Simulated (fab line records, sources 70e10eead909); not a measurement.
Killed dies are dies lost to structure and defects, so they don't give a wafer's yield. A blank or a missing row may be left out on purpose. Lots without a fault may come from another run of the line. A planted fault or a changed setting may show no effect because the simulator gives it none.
Chamber matching | flow nand_harc | NHARC_A_STAIRCASE_DEP_156 on pecvd-03: 3 sister chambers
The step deposits SiNx, target thk 50 nm. 6 wafers are shown with their chamber, then 10 later ones without.

WAFERS WITH THEIR CHAMBER
wafer  | chamber | heater_power_w (W)
L083.2 | 2       | 548
L087.2 | 1       | 743
L087.3 | 2       | 672
L087.5 | 0       | 696
L089.4 | 1       | 738
L089.5 | 0       | 723

WAFERS WITHOUT THEIR CHAMBER
wafer  | heater_power_w (W)
L089.6 | 663
L091.1 | 749
L091.2 | 671
L091.6 | 644
L094.2 | 746
L094.4 | 657
L094.6 | 786
L097.1 | 620
L097.2 | 668
L097.5 | 649

WHICH CHAMBER EACH WENT THROUGH
wafer  | from the rows above          | in truth
L089.6 | can't be placed: 0 or 2 or 1 | 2
L091.1 | can't be placed: 1 or 0      | 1
L091.2 | can't be placed: 0 or 2 or 1 | 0
L091.6 | can't be placed: 2 or 0 or 1 | 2
L094.2 | can't be placed: 1 or 0      | 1
L094.4 | can't be placed: 2 or 0 or 1 | 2
L094.6 | can't be placed: 1 or 0      | 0
L097.1 | can't be placed: 2 or 0      | 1
L097.2 | can't be placed: 0 or 2 or 1 | 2
L097.5 | can't be placed: 2 or 0 or 1 | 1
Placed correctly: 0 of 10. Can't be placed from these rows: 10 (the true chamber is among the candidates in 9). Placed wrongly: 0.
How it was worked out, from the rows above alone: a wafer's distance from a chamber is the root of the sum, over the readings, of the square of ((its reading less the chamber's mean) divided by the reading's scatter). The wafer belongs to the nearest chamber; if the next one is less than 2 further off, it can't be placed. A chamber's mean is the mean of its shown wafers. The scatter: the root of (the sum of the squares of (reading less its chamber's mean) over the shown wafers, divided by (wafers less chambers)).
